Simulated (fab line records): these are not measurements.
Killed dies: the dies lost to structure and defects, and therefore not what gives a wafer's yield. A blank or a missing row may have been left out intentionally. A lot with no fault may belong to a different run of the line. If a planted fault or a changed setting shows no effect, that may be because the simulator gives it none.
What tool caused it? || flow nandHarc || Sampling: 13 lots, 39 wafers, 5 of 1302 route steps

== WHAT EACH GAUGE READ, for each wafer ==
NHARC_END_SORT_01.
{"lot": "L954", "measured": "day 28 06:17", "on": "prober-01", "defectLimitedYield (%)": "83 83 84", "killedAtArray": "33 38 37", "killedAtOther": "3 2 1", "killedAtPeriphery": "77 78 71", "killedDies": "113 118 109", "killedOpen": "0 7 1", "killedShort": "3 3 4"}
{"lot": "L956", "measured": "day 29 06:05", "on": "prober-01", "defectLimitedYield (%)": "74 77 77", "killedAtArray": "97 90 82", "killedAtOther": "1 0 0", "killedAtPeriphery": "75 63 71", "killedDies": "173 153 153", "killedOpen": "1 2 5", "killedShort": "1 1 2"}
{"lot": "L960", "measured": "day 30 22:38", "on": "prober-01", "defectLimitedYield (%)": "86 87 89", "killedAtArray": "91 80 71", "killedAtOther": "1 0 0", "killedAtPeriphery": "5 8 6", "killedDies": "97 88 77", "killedOpen": "4 2 1", "killedShort": "2 1 3"}
{"lot": "L961", "measured": "day 31 09:19", "on": "prober-01", "defectLimitedYield (%)": "91 91 90", "killedAtArray": "55 60 66", "killedAtOther": "0 2 0", "killedAtPeriphery": "3 1 1", "killedDies": "58 63 67", "killedOpen": "1 3 3", "killedShort": "2 2 2"}
{"lot": "L962", "measured": "day 32 00:10", "on": "prober-01", "defectLimitedYield (%)": "86 87 88", "killedAtArray": "89 83 79", "killedAtOther": "0 0 2", "killedAtPeriphery": "3 5 1", "killedDies": "92 88 82", "killedOpen": "1 2 4", "killedShort": "6 3 2"}
{"lot": "L963", "measured": "day 32 17:53", "on": "prober-01", "defectLimitedYield (%)": "90 90 91", "killedAtArray": "64 66 62", "killedAtOther": "2 0 0", "killedAtPeriphery": "2 2 2", "killedDies": "68 68 64", "killedOpen": "8 4 3", "killedShort": "1 2 2"}

== TOOL THAT RAN EACH LOT (tool first, then ch and the chambers of the sampled wafers, then the start) ==
{"lot": "L944", "NHARC_P_M2_PVD_21": "pvdSputter-02, day 6 20:19", "NHARC_THIN_TSV_DEP_43": "pecvd-02 ch 0,1,2, day 23 11:57", "NHARC_THIN_TSV_PRE_CLEAN_50": "pvdSputter-01, day 23 19:02 or earlier", "NHARC_THIN_TSV_ETCH_36": "rieMetal-02 ch 0,1, day 23 19:02"}
{"lot": "L945", "NHARC_P_M2_PVD_21": "pvdSputter-02, day 7 01:52", "NHARC_THIN_TSV_DEP_43": "pecvd-03 ch 1,2, day 24 16:41", "NHARC_THIN_TSV_PRE_CLEAN_50": "pvdSputter-01, day 25 00:13 or earlier", "NHARC_THIN_TSV_ETCH_36": "rieMetal-03 ch 0, day 25 00:13"}
{"lot": "L946", "NHARC_P_M2_PVD_21": "pvdSputter-03, day 7 15:55", "NHARC_THIN_TSV_DEP_43": "pecvd-03 ch 0,2, day 25 06:55", "NHARC_THIN_TSV_PRE_CLEAN_50": "pvdSputter-02, day 25 14:05 or earlier", "NHARC_THIN_TSV_ETCH_36": "rieMetal-01 ch 1, day 25 14:05"}
{"lot": "L948", "NHARC_P_M2_PVD_21": "pvdSputter-02, day 8 07:19", "NHARC_THIN_TSV_DEP_43": "pecvd-02 ch 0,2, day 25 05:46", "NHARC_THIN_TSV_PRE_CLEAN_50": "pvdSputter-02, day 25 13:05 or earlier", "NHARC_THIN_TSV_ETCH_36": "rieMetal-02 ch 0,1, day 25 13:05"}
{"lot": "L954", "NHARC_P_M2_PVD_21": "pvdSputter-03, day 10 10:23", "NHARC_THIN_TSV_DEP_43": "pecvd-03 ch 0,2, day 27 12:47", "NHARC_THIN_TSV_PRE_CLEAN_50": "pvdSputter-03, day 27 20:03 or earlier", "NHARC_THIN_TSV_ETCH_36": "rieMetal-02 ch 0,1, day 27 20:03"}
{"lot": "L956", "NHARC_P_M2_PVD_21": "pvdSputter-03, day 11 15:08", "NHARC_THIN_TSV_DEP_43": "pecvd-02 ch 0,1, day 28 12:45", "NHARC_THIN_TSV_PRE_CLEAN_50": "pvdSputter-03, day 28 19:59 or earlier", "NHARC_THIN_TSV_ETCH_36": "rieMetal-02 ch 0,1, day 28 19:59"}
{"lot": "L960", "NHARC_P_M2_PVD_21": "pvdSputter-01, day 13 05:57", "NHARC_THIN_TSV_DEP_43": "pecvd-02 ch 0,1, day 29 22:00", "NHARC_THIN_TSV_PRE_CLEAN_50": "pvdSputter-02, day 30 05:29 or earlier", "NHARC_THIN_TSV_ETCH_36": "rieMetal-01 ch 1, day 30 05:29"}
{"lot": "L961", "NHARC_P_M2_PVD_21": "pvdSputter-01, day 13 17:44", "NHARC_THIN_TSV_DEP_43": "pecvd-04 ch 1,2, day 30 15:41", "NHARC_THIN_TSV_PRE_CLEAN_50": "pvdSputter-03, day 30 22:45 or earlier", "NHARC_THIN_TSV_ETCH_36": "rieMetal-01 ch 0,1, day 30 22:45"}
{"lot": "L962", "NHARC_P_M2_PVD_21": "pvdSputter-02, day 13 22:07", "NHARC_THIN_TSV_DEP_43": "pecvd-02 ch 0,1,2, day 31 06:43", "NHARC_THIN_TSV_PRE_CLEAN_50": "pvdSputter-02, day 31 14:02 or earlier", "NHARC_THIN_TSV_ETCH_36": "rieMetal-02 ch 0,1, day 31 14:02"}
{"lot": "L963", "NHARC_P_M2_PVD_21": "pvdSputter-01, day 14 18:59", "NHARC_THIN_TSV_DEP_43": "pecvd-04 ch 0,1, day 32 01:59", "NHARC_THIN_TSV_PRE_CLEAN_50": "pvdSputter-02, day 32 09:28 or earlier", "NHARC_THIN_TSV_ETCH_36": "rieMetal-02 ch 0,1, day 32 09:28"}
{"lot": "L964", "NHARC_P_M2_PVD_21": "pvdSputter-03, day 15 01:42", "NHARC_THIN_TSV_DEP_43": "pecvd-02 ch 0,1,2, day 32 12:18", "NHARC_THIN_TSV_PRE_CLEAN_50": "pvdSputter-01, day 32 19:29 or earlier", "NHARC_THIN_TSV_ETCH_36": "rieMetal-03 ch 0,1, day 32 19:29"}
{"lot": "L965", "NHARC_P_M2_PVD_21": "pvdSputter-01, day 15 02:14", "NHARC_THIN_TSV_DEP_43": "pecvd-02 ch 0,1, day 32 13:35", "NHARC_THIN_TSV_PRE_CLEAN_50": "pvdSputter-01, day 32 20:41 or earlier", "NHARC_THIN_TSV_ETCH_36": "rieMetal-01 ch 0,1, day 32 20:41"}
{"lot": "L967", "NHARC_P_M2_PVD_21": "pvdSputter-02, day 15 23:41", "NHARC_THIN_TSV_DEP_43": "pecvd-02 ch 0,2, day 32 19:03", "NHARC_THIN_TSV_PRE_CLEAN_50": "pvdSputter-03, day 33 02:22 or earlier", "NHARC_THIN_TSV_ETCH_36": "rieMetal-03 ch 0,1, day 33 02:22"}
- NHARC_P_M2_PVD_21: deposits Cu, target thk 30 nm, time 20.49 s.
- NHARC_THIN_TSV_DEP_43: deposits SiO2, target thk 1328.5 nm.
- NHARC_THIN_TSV_PRE_CLEAN_50: time 30 s.
- NHARC_THIN_TSV_ETCH_36: etches the open film in Cl2/BCl3, target depth 65 nm, time 18.571 s.

== AS READ BY THE TOOLS THEMSELVES (means over the sampled wafers that have a number; for cases with no such wafer, the mark the record gives instead) ==
NHARC_P_M2_PVD_21.
{"lot": "L944", "tool": "pvdSputter-02", "cathodeDcPowerW (W)": 5000.5, "throttleValvePct (%)": 30.2}
{"lot": "L945", "tool": "pvdSputter-02", "cathodeDcPowerW (W)": 5000.4, "throttleValvePct (%)": 30.0}
{"lot": "L946", "tool": "pvdSputter-03", "cathodeDcPowerW (W)": 4999.8, "throttleValvePct (%)": 29.5}
{"lot": "L948", "tool": "pvdSputter-02", "cathodeDcPowerW (W)": 5000.2, "throttleValvePct (%)": 30.0}
{"lot": "L954", "tool": "pvdSputter-03", "cathodeDcPowerW (W)": 5000.8, "throttleValvePct (%)": 29.4}
{"lot": "L956", "tool": "pvdSputter-03", "cathodeDcPowerW (W)": 4999.1, "throttleValvePct (%)": 28.9}
{"lot": "L960", "tool": "pvdSputter-01", "cathodeDcPowerW (W)": 5000.0, "throttleValvePct (%)": 29.3}
{"lot": "L961", "tool": "pvdSputter-01", "cathodeDcPowerW (W)": 4999.9, "throttleValvePct (%)": 28.7}
{"lot": "L962", "tool": "pvdSputter-02", "cathodeDcPowerW (W)": 5000.0, "throttleValvePct (%)": 30.5}
{"lot": "L963", "tool": "pvdSputter-01", "cathodeDcPowerW (W)": 5000.5, "throttleValvePct (%)": 29.6}
{"lot": "L964", "tool": "pvdSputter-03", "cathodeDcPowerW (W)": 4999.9, "throttleValvePct (%)": 30.2}
{"lot": "L965", "tool": "pvdSputter-01", "cathodeDcPowerW (W)": 5000.1, "throttleValvePct (%)": 29.9}
{"lot": "L967", "tool": "pvdSputter-02", "cathodeDcPowerW (W)": 4999.8, "throttleValvePct (%)": 30.3}

NHARC_THIN_TSV_DEP_43.
{"lot": "L944", "tool": "pecvd-02", "throttleValvePct (%)": 16.1}
{"lot": "L945", "tool": "pecvd-03", "throttleValvePct (%)": 16.3}
{"lot": "L946", "tool": "pecvd-03", "throttleValvePct (%)": 15.8}
{"lot": "L948", "tool": "pecvd-02", "throttleValvePct (%)": 15.9}
{"lot": "L954", "tool": "pecvd-03", "throttleValvePct (%)": 15.9}
{"lot": "L956", "tool": "pecvd-02", "throttleValvePct (%)": 15.8}
{"lot": "L960", "tool": "pecvd-02", "throttleValvePct (%)": 15.8}
{"lot": "L961", "tool": "pecvd-04", "throttleValvePct (%)": 16.1}
{"lot": "L962", "tool": "pecvd-02", "throttleValvePct (%)": 16.2}
{"lot": "L963", "tool": "pecvd-04", "throttleValvePct (%)": 16.6}
{"lot": "L964", "tool": "pecvd-02", "throttleValvePct (%)": 16.1}
{"lot": "L965", "tool": "pecvd-02", "throttleValvePct (%)": 15.9}
{"lot": "L967", "tool": "pecvd-02", "throttleValvePct (%)": 16.2}

NHARC_THIN_TSV_PRE_CLEAN_50.
{"lot": "L944", "tool": "pvdSputter-01", "heaterPowerW (W)": 447}
{"lot": "L945", "tool": "pvdSputter-01", "heaterPowerW (W)": 459}
{"lot": "L946", "tool": "pvdSputter-02", "heaterPowerW (W)": 477}
{"lot": "L948", "tool": "pvdSputter-02", "heaterPowerW (W)": 459}
{"lot": "L954", "tool": "pvdSputter-03", "heaterPowerW (W)": 414}
{"lot": "L956", "tool": "pvdSputter-03", "heaterPowerW (W)": 415}
{"lot": "L960", "tool": "pvdSputter-02", "heaterPowerW (W)": 449}
{"lot": "L961", "tool": "pvdSputter-03", "heaterPowerW (W)": 415}
{"lot": "L962", "tool": "pvdSputter-02", "heaterPowerW (W)": 451}
{"lot": "L963", "tool": "pvdSputter-02", "heaterPowerW (W)": 464}
{"lot": "L964", "tool": "pvdSputter-01", "heaterPowerW (W)": 446}
{"lot": "L965", "tool": "pvdSputter-01", "heaterPowerW (W)": 461}
{"lot": "L967", "tool": "pvdSputter-03", "heaterPowerW (W)": 431}

NHARC_THIN_TSV_ETCH_36.
{"lot": "L944", "tool": "rieMetal-02", "drypumpMotorCurrentA (A)": 5.9, "heBacksideLeakSccm (sccm)": 3.49, "oesProductAu (a.u.)": 0.998}
{"lot": "L945", "tool": "rieMetal-03", "drypumpMotorCurrentA (A)": 5.8, "heBacksideLeakSccm (sccm)": 3.56, "oesProductAu (a.u.)": 1.007}
{"lot": "L946", "tool": "rieMetal-01", "drypumpMotorCurrentA (A)": 5.3, "heBacksideLeakSccm (sccm)": 3.57, "oesProductAu (a.u.)": 1.008}
{"lot": "L948", "tool": "rieMetal-02", "drypumpMotorCurrentA (A)": 5.6, "heBacksideLeakSccm (sccm)": 3.23, "oesProductAu (a.u.)": 0.995}
{"lot": "L954", "tool": "rieMetal-02", "drypumpMotorCurrentA (A)": 5.5, "heBacksideLeakSccm (sccm)": 3.26, "oesProductAu (a.u.)": 1.005}
{"lot": "L956", "tool": "rieMetal-02", "drypumpMotorCurrentA (A)": 5.6, "heBacksideLeakSccm (sccm)": 3.40, "oesProductAu (a.u.)": 1.006}
{"lot": "L960", "tool": "rieMetal-01", "drypumpMotorCurrentA (A)": 5.4, "heBacksideLeakSccm (sccm)": 3.29, "oesProductAu (a.u.)": 1.016}
{"lot": "L961", "tool": "rieMetal-01", "drypumpMotorCurrentA (A)": 5.9, "heBacksideLeakSccm (sccm)": 3.30, "oesProductAu (a.u.)": 1.008}
{"lot": "L962", "tool": "rieMetal-02", "drypumpMotorCurrentA (A)": 5.9, "heBacksideLeakSccm (sccm)": 3.34, "oesProductAu (a.u.)": 0.992}
{"lot": "L963", "tool": "rieMetal-02", "drypumpMotorCurrentA (A)": 5.8, "heBacksideLeakSccm (sccm)": 3.38, "oesProductAu (a.u.)": 0.997}
{"lot": "L964", "tool": "rieMetal-03", "drypumpMotorCurrentA (A)": 5.3, "heBacksideLeakSccm (sccm)": 3.53, "oesProductAu (a.u.)": 1.014}
{"lot": "L965", "tool": "rieMetal-01", "drypumpMotorCurrentA (A)": 5.6, "heBacksideLeakSccm (sccm)": 3.38, "oesProductAu (a.u.)": 0.996}
{"lot": "L967", "tool": "rieMetal-03", "drypumpMotorCurrentA (A)": 5.3, "heBacksideLeakSccm (sccm)": 3.35, "oesProductAu (a.u.)": 1.009}

== THE ANSWER, worked out from the rows above alone ==
Rule: the usual values come from the lots themselves. Put in order of their means at a reading, lots are off if they are a third of the lots or fewer, leave a main group of 4 or more, and stand apart from it by a gap of 3 or more times the standard deviation of the main group's means; of several such gaps the widest counts. The tables above print the reading to a certain number of digits; a main group whose means all agree to those digits is not used. A lot without any number at a reading at which 4 lots or more have one is off too. The other lots that the step has rows for count as sound. The gauges are gone through in route order, then the tools' own readings, and for those a lot's mean is taken as printed above. At the first step where some lot is off, the reading lying furthest off is the one used; lots without a number count as furthest.
Off, at NHARC_END_SORT_01 on killedAtPeriphery: L954, L956. The main group has a mean of 3.2 with a standard deviation of 1.8. Neither off nor sound, because the step has no rows for them: L944, L945, L946, L948, L964, L965, L967.
A tool fits if, at a process step before that reading, it ran every lot that is off, and no sound lot after the first of them. The gauges at NHARC_END_SORT_01 are tried like those tools. Because NHARC_THIN_TSV_PRE_CLEAN_50 lacks a start for some lots, the hours and order of its lots are taken from NHARC_THIN_TSV_ETCH_36. One candidate fits, namely pvdSputter-03 at NHARC_P_M2_PVD_21. It ran no sound lot before its first lot that is off in this sample, so the start can't be narrowed down.

== WHAT WAS PUT IN BY THE SIMULATOR ==
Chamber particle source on pvdSputter-03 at NHARC_P_M2_PVD_21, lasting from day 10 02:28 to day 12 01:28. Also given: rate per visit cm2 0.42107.
Shown lots that were struck: L954, L956. This agrees with what the rule above found.
